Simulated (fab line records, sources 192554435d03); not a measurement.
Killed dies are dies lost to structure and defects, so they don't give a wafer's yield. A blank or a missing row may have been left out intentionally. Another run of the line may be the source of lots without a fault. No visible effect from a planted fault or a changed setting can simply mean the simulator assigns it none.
Which of the tools did it? | flow n5_finfet | 57 wafers from 19 lots sampled at 3 of the route's 1938 steps

## WHAT THE GAUGES SHOWED, per wafer
N5_BEOL_M9_OVL_MEAS_29.
lot  | measured     | on         | V8_OVL (nm)
L074 | day 9 11:59  | overlay-01 | -0.4 0.7 0.0
L075 | day 10 02:16 | overlay-02 | 0.0 -0.5 0.1
L076 | day 10 10:12 | overlay-02 | 0.6 0.1 0.7
L079 | day 10 19:31 | overlay-02 | 0.9 -0.9 1.6
L080 | day 11 02:28 | overlay-02 | 1.1 1.2 0.4
L082 | day 11 13:25 | overlay-02 | 0.4 -1.0 0.6
L081 | day 11 17:46 | overlay-01 | -0.7 -0.1 0.3
L083 | day 11 17:56 | overlay-01 | 1.0 -0.7 -0.8
L084 | day 11 20:24 | overlay-01 | -0.6 1.6 0.3
L085 | day 12 10:19 | overlay-01 | -0.2 -0.6 -0.6
L087 | day 12 19:13 | overlay-02 | 0.0 0.8 0.2
L086 | day 12 19:39 | overlay-02 | -0.5 -0.1 -1.0
L090 | day 13 19:51 | overlay-02 | 1.7 0.1 1.2
L091 | day 13 23:27 | overlay-02 | 0.4 1.1 0.3
L093 | day 14 03:44 | overlay-02 | -0.3 -0.2 -0.8
L094 | day 14 16:28 | overlay-01 | -0.6 -1.0 0.6
L095 | day 14 19:55 | overlay-01 | 1.8 0.9 2.2
L097 | day 15 05:19 | overlay-01 | -0.6 -1.0 -0.9
L096 | day 15 12:01 | overlay-01 | -0.8 -1.2 -1.0

## EACH LOT AND THE TOOL THAT RAN IT (in order: tool; ch and the chambers of the sampled wafers; start)
lot  | N5_BEOL_M8_ETCH_65                 | N5_BEOL_M9_ETCH_62
L074 | rie_diel-02 ch 0,2,3, day 9 03:56  | rie_diel-03 ch 0,1,3, day 9 10:48
L075 | rie_diel-01 ch 1,2,3, day 9 18:11  | rie_diel-05 ch 0,2,3, day 9 23:53
L076 | rie_diel-01 ch 0,3, day 9 20:42    | rie_diel-06 ch 2,3, day 10 07:58
L079 | rie_diel-02 ch 0,1,2, day 10 12:22 | rie_diel-03 ch 0,1,2, day 10 18:44
L080 | rie_diel-02 ch 1,2,3, day 10 17:46 | rie_diel-05 ch 0,2,3, day 11 00:04
L082 | rie_diel-04 ch 0,2, day 11 05:05   | rie_diel-06 ch 0,2,3, day 11 11:21
L081 | rie_diel-01 ch 0,1,2, day 11 06:48 | rie_diel-06 ch 0,1,3, day 11 14:56
L083 | rie_diel-02 ch 0,1, day 11 08:22   | rie_diel-05 ch 0,3, day 11 15:05
L084 | rie_diel-02 ch 0,1,3, day 11 13:40 | rie_diel-05 ch 0,1,3, day 11 19:26
L085 | rie_diel-01 ch 0,2,3, day 12 02:16 | rie_diel-05 ch 0,2,3, day 12 08:10
L087 | rie_diel-02 ch 1,2,3, day 12 11:14 | rie_diel-05 ch 0,3, day 12 18:29
L086 | rie_diel-04 ch 0,1,3, day 12 11:21 | rie_diel-03 ch 1,2,3, day 12 18:37
L090 | rie_diel-04 ch 1,2,3, day 13 13:44 | rie_diel-03 ch 2,3, day 13 19:01
L091 | rie_diel-01 ch 0,1,2, day 13 16:35 | rie_diel-05 ch 0,3, day 13 21:14
L093 | rie_diel-04 ch 0,1, day 13 20:17   | rie_diel-06 ch 0,3, day 14 02:54
L094 | rie_diel-02 ch 0,1,3, day 14 07:32 | rie_diel-05 ch 1,2,3, day 14 15:12
L095 | rie_diel-02 ch 1,3, day 14 11:20   | rie_diel-06 ch 0,1, day 14 18:02
L097 | rie_diel-01 ch 1,3, day 14 23:10   | rie_diel-03 ch 1,3, day 15 04:27
L096 | rie_diel-02 ch 0,2,3, day 15 04:32 | rie_diel-05 ch 0,2, day 15 10:22
- N5_BEOL_M8_ETCH_65: etches SiARC in CF4, target depth 15.6 nm, time 26 s.
- N5_BEOL_M9_ETCH_62: etches SOC in N2/H2, target depth 110 nm, overetch 22 nm, time 165 s.

## AS READ BY THE TOOLS THEMSELVES (means over the sampled wafers that have a number; for cases with no such wafer, the mark the record gives instead)
N5_BEOL_M8_ETCH_65.
lot  | tool        | drypump_motor_current_A (A) | etch_rf_on_time_s (s) | oes_product_au (a.u.) | rf_vpp_V (V) | showerhead_plenum_p_Torr (Torr) | throttle_valve_pct (%)
L074 | rie_diel-02 | 5.2                         | 26.4                  | 0.63                  | 182.9        | 2.10                            | 15.86
L075 | rie_diel-01 | 5.9                         | 25.2                  | 0.71                  | 184.9        | 2.19                            | 15.67
L076 | rie_diel-01 | 6.1                         | 25.6                  | 0.73                  | 185.0        | 2.22                            | 15.75
L079 | rie_diel-02 | 5.3                         | 26.3                  | 0.66                  | 183.8        | 2.09                            | 15.77
L080 | rie_diel-02 | 5.1                         | 25.9                  | 0.66                  | 183.2        | 2.09                            | 15.68
L082 | rie_diel-04 | 5.6                         | 25.5                  | 0.75                  | 184.8        | 2.17                            | 15.76
L081 | rie_diel-01 | 5.8                         | 25.7                  | 0.72                  | 184.8        | 2.17                            | 15.52
L083 | rie_diel-02 | 5.5                         | 26.2                  | 0.66                  | 183.2        | 2.12                            | 15.77
L084 | rie_diel-02 | 5.3                         | 26.2                  | 0.66                  | 183.7        | 2.12                            | 15.69
L085 | rie_diel-01 | 5.9                         | 25.4                  | 0.73                  | 185.5        | 2.22                            | 15.55
L087 | rie_diel-02 | 5.1                         | 26.2                  | 0.65                  | 183.1        | 2.09                            | 15.71
L086 | rie_diel-04 | 5.2                         | 25.4                  | 0.73                  | 183.7        | 2.14                            | 15.66
L090 | rie_diel-04 | 5.3                         | 25.6                  | 0.72                  | 184.7        | 2.14                            | 15.69
L091 | rie_diel-01 | 5.9                         | 25.3                  | 0.71                  | 184.3        | 2.16                            | 15.56
L093 | rie_diel-04 | 5.0                         | 25.7                  | 0.76                  | 183.4        | 2.13                            | 15.59
L094 | rie_diel-02 | 5.3                         | 26.2                  | 0.64                  | 183.3        | 2.11                            | 15.74
L095 | rie_diel-02 | 5.0                         | 26.3                  | 0.64                  | 183.9        | 2.11                            | 15.66
L097 | rie_diel-01 | 6.1                         | 25.8                  | 0.64                  | 185.4        | 2.16                            | 16.01
L096 | rie_diel-02 | 5.2                         | 26.6                  | 0.59                  | 183.4        | 2.09                            | 15.96

N5_BEOL_M9_ETCH_62.
lot  | tool        | drypump_motor_current_A (A) | h2_flow_sccm (sccm) | oes_product_au (a.u.) | rf_vpp_V (V) | showerhead_plenum_p_Torr (Torr) | temp_c (C) | throttle_valve_pct (%)
L074 | rie_diel-03 | 5.2                         | 200.0               | 0.64                  | 525.5        | 2.61                            | 40.02      | 17.80
L075 | rie_diel-05 | 5.6                         | 200.2               | 0.61                  | 524.3        | 2.56                            | 40.00      | 17.84
L076 | rie_diel-06 | 6.4                         | 200.6               | 0.69                  | 523.8        | 2.54                            | 39.97      | 17.79
L079 | rie_diel-03 | 5.1                         | 199.9               | 0.66                  | 524.3        | 2.58                            | 40.07      | 17.69
L080 | rie_diel-05 | 5.6                         | 200.4               | 0.69                  | 524.6        | 2.55                            | 40.00      | 17.73
L082 | rie_diel-06 | 6.0                         | 200.4               | 0.65                  | 522.4        | 2.48                            | 40.03      | 17.95
L081 | rie_diel-06 | 5.9                         | 199.3               | 0.68                  | 522.4        | 2.53                            | 40.01      | 17.84
L083 | rie_diel-05 | 5.4                         | 199.9               | 0.62                  | 526.6        | 2.60                            | 39.93      | 17.70
L084 | rie_diel-05 | 5.4                         | 199.9               | 0.67                  | 526.4        | 2.62                            | 40.03      | 17.73
L085 | rie_diel-05 | 5.6                         | 200.5               | 0.68                  | 523.5        | 2.55                            | 40.03      | 17.74
L087 | rie_diel-05 | 5.3                         | 200.2               | 0.62                  | 523.4        | 2.56                            | 39.98      | 17.63
L086 | rie_diel-03 | 5.0                         | 200.6               | 0.68                  | 523.1        | 2.55                            | 40.01      | 17.62
L090 | rie_diel-03 | 4.9                         | 200.6               | 0.72                  | 523.2        | 2.50                            | 40.05      | 17.41
L091 | rie_diel-05 | 5.3                         | 200.5               | 0.62                  | 524.8        | 2.56                            | 39.97      | 17.65
L093 | rie_diel-06 | 6.4                         | 200.3               | 0.67                  | 523.0        | 2.52                            | 39.84      | 17.73
L094 | rie_diel-05 | 5.7                         | 199.8               | 0.69                  | 524.8        | 2.60                            | 39.94      | 17.86
L095 | rie_diel-06 | 5.4                         | 199.3               | 0.65                  | 523.1        | 2.52                            | 40.03      | 18.01
L097 | rie_diel-03 | 5.2                         | 199.9               | 0.61                  | 524.5        | 2.59                            | 39.91      | 17.86
L096 | rie_diel-05 | 5.5                         | 199.8               | 0.66                  | 522.2        | 2.51                            | 40.08      | 17.70

## THE ANSWER, worked out from the rows above alone
Rule: the lots themselves supply what counts as usual. The widest of any qualifying gaps counts: lots, ordered by their means at a reading, are off when they make up no more than a third of the lots, leave a main group of 4 or more, and stand apart from it by 3 or more times the standard deviation of that group's means. A main group whose means are all the same, to the digits that the tables above print for the reading, isn't used. A lot without any number at a reading at which 4 lots or more have one is off too. Where the step has rows for the other lots, those lots are counted as sound. First the gauges in route order, then the tools' own readings, where a lot's mean is used as printed above. The first step at which some lot is off is used, and at that step the reading that is off furthest; a lot without a number counts as furthest.
None of the lots is off at any reading shown; this tells nothing.

## WHAT THE SIMULATOR HAD PUT IN
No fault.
